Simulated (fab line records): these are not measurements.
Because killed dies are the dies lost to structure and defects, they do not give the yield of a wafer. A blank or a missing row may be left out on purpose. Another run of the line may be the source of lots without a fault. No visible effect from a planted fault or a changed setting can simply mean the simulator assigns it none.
Split-lot trial || flow n5 finfet || route with 1938 steps; 7 lots, 21 wafers read

== THE SPLIT ITSELF ==
At N5_BEOL_M7_ETCH_61 (etches SiARC in CF4, target depth 45.5 nm, time 75.8 s), the setting source w was moved away from the recipe's 545 W on 8 of the 21 wafers read, by -14.9% to +12.8%. The other wafers ran this setting at the recipe's value.

The split's own step is where the reading is taken.

== THE READING ==
rf vpp V, in V, at N5_BEOL_M7_ETCH_61 (etches SiARC in CF4, target depth 45.5 nm, time 75.8 s). Fault-free wafers of this fab line usually give 183.8 V, standard deviation 1.1 V.

{"wafer": "L081.2", "tool, chamber at the split": "rie diel-02, 1", "source w as run, W": 545, "against the recipe": "recipe", "rf vpp V, V": 185.9, "against lot-mates on the recipe": "-"}
{"wafer": "L081.5", "tool, chamber at the split": "rie diel-02, 0", "source w as run, W": 545, "against the recipe": "recipe", "rf vpp V, V": 185.1, "against lot-mates on the recipe": "-"}
{"wafer": "L081.6", "tool, chamber at the split": "rie diel-02, 3", "source w as run, W": 545, "against the recipe": "recipe", "rf vpp V, V": 183.6, "against lot-mates on the recipe": "-"}
{"wafer": "L085.1", "tool, chamber at the split": "rie diel-02, 3", "source w as run, W": 474.8, "against the recipe": "-12.9%", "rf vpp V, V": 192.5, "against lot-mates on the recipe": "+8.7"}
{"wafer": "L085.2", "tool, chamber at the split": "rie diel-02, 0", "source w as run, W": 474.8, "against the recipe": "-12.9%", "rf vpp V, V": 192.6, "against lot-mates on the recipe": "+8.8"}
{"wafer": "L085.6", "tool, chamber at the split": "rie diel-02, 2", "source w as run, W": 545, "against the recipe": "recipe", "rf vpp V, V": 183.8, "against lot-mates on the recipe": "-"}
{"wafer": "L083.2", "tool, chamber at the split": "rie diel-06, 2", "source w as run, W": 545, "against the recipe": "recipe", "rf vpp V, V": 182.4, "against lot-mates on the recipe": "-"}
{"wafer": "L083.4", "tool, chamber at the split": "rie diel-06, 1", "source w as run, W": 545, "against the recipe": "recipe", "rf vpp V, V": 186.2, "against lot-mates on the recipe": "-"}
{"wafer": "L083.5", "tool, chamber at the split": "rie diel-06, 2", "source w as run, W": 614.7, "against the recipe": "+12.8%", "rf vpp V, V": 176.6, "against lot-mates on the recipe": -7.7}
{"wafer": "L089.3", "tool, chamber at the split": "rie diel-02, 2", "source w as run, W": 545, "against the recipe": "recipe", "rf vpp V, V": 182.1, "against lot-mates on the recipe": "-"}
{"wafer": "L089.5", "tool, chamber at the split": "rie diel-02, 2", "source w as run, W": 463.8, "against the recipe": "-14.9%", "rf vpp V, V": 193.3, "against lot-mates on the recipe": "+11.2"}
{"wafer": "L089.6", "tool, chamber at the split": "rie diel-02, 3", "source w as run, W": 463.8, "against the recipe": "-14.9%", "rf vpp V, V": 193.2, "against lot-mates on the recipe": "+11.1"}
{"wafer": "L086.3", "tool, chamber at the split": "rie diel-04, 0", "source w as run, W": 507.7, "against the recipe": "-6.8%", "rf vpp V, V": 188.3, "against lot-mates on the recipe": "+4.4"}
{"wafer": "L086.5", "tool, chamber at the split": "rie diel-04, 1", "source w as run, W": 545, "against the recipe": "recipe", "rf vpp V, V": 185.1, "against lot-mates on the recipe": "-"}
{"wafer": "L086.6", "tool, chamber at the split": "rie diel-04, 2", "source w as run, W": 545, "against the recipe": "recipe", "rf vpp V, V": 182.7, "against lot-mates on the recipe": "-"}
{"wafer": "L090.2", "tool, chamber at the split": "rie diel-04, 2", "source w as run, W": 478.9, "against the recipe": "-12.1%", "rf vpp V, V": 191.0, "against lot-mates on the recipe": "+8.6"}
{"wafer": "L090.4", "tool, chamber at the split": "rie diel-04, 1", "source w as run, W": 478.9, "against the recipe": "-12.1%", "rf vpp V, V": 192.8, "against lot-mates on the recipe": "+10.4"}
{"wafer": "L090.6", "tool, chamber at the split": "rie diel-04, 0", "source w as run, W": 545, "against the recipe": "recipe", "rf vpp V, V": 182.4, "against lot-mates on the recipe": "-"}
{"wafer": "L096.2", "tool, chamber at the split": "rie diel-04, 0", "source w as run, W": 545, "against the recipe": "recipe", "rf vpp V, V": 182.8, "against lot-mates on the recipe": "-"}
{"wafer": "L096.3", "tool, chamber at the split": "rie diel-04, 2", "source w as run, W": 545, "against the recipe": "recipe", "rf vpp V, V": 180.7, "against lot-mates on the recipe": "-"}
{"wafer": "L096.5", "tool, chamber at the split": "rie diel-04, 2", "source w as run, W": 545, "against the recipe": "recipe", "rf vpp V, V": 183.2, "against lot-mates on the recipe": "-"}

THE FIT
A straight line over all 21 wafers: rf vpp V changes by -0.649 V for each +1% of source w; r = -0.96; the points scatter about the line by 1.4 V.
The same after taking each lot's own level away (the mean of its wafers on the recipe; 21 wafers): -0.707 V for each +1%; r = -0.98; scatter 1.1 V.
According to that fit, moving source w by its largest amount changes the reading by 11 V.
The span of the lots' own levels, 182.10 to 184.87 V, comes to 2.5 times the standard deviation stated above.
Consequently the slope shifts little with the lot-to-lot level, the two slopes agreeing.
Check: +10.6 V against its lot-mates is what the line predicts for one of the wafers moved furthest among these (-14.9%) when that wafer is left out of the fit. It came out at +11.2 V against them.
Tool readings at the split's step, against how far the setting was moved: rf vpp V r = -0.96.

== OTHER SPLITS APPLIED TO THESE WAFERS ==
Other splits were also applied to these wafers ahead of the reading. Each is held against what the fit with the lots' levels taken away leaves over:
{"other split on the same wafers": "N5_BEOL_M3_CMP_52 down force psi", "wafers away from the commonest value": 3, "r with rf vpp V (lot level and that fit taken away)": "+0.01"}
{"other split on the same wafers": "N5_BEOL_M4_ILD_DEP_00 time s", "wafers away from the commonest value": 9, "r with rf vpp V (lot level and that fit taken away)": -0.20}
{"other split on the same wafers": "N5_BEOL_M5_ILD_DEP_00 time s", "wafers away from the commonest value": 7, "r with rf vpp V (lot level and that fit taken away)": "+0.11"}
{"other split on the same wafers": "N5_BEOL_M5_COAT_71 spin rpm", "wafers away from the commonest value": 7, "r with rf vpp V (lot level and that fit taken away)": -0.40}
{"other split on the same wafers": "N5_BEOL_M7_EXPOSE_08 dose mj", "wafers away from the commonest value": 7, "r with rf vpp V (lot level and that fit taken away)": "+0.22"}

== THE FILE'S OWN FIT ==
rf vpp V changes by -0.702 V for each +1% of source w, r = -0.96.
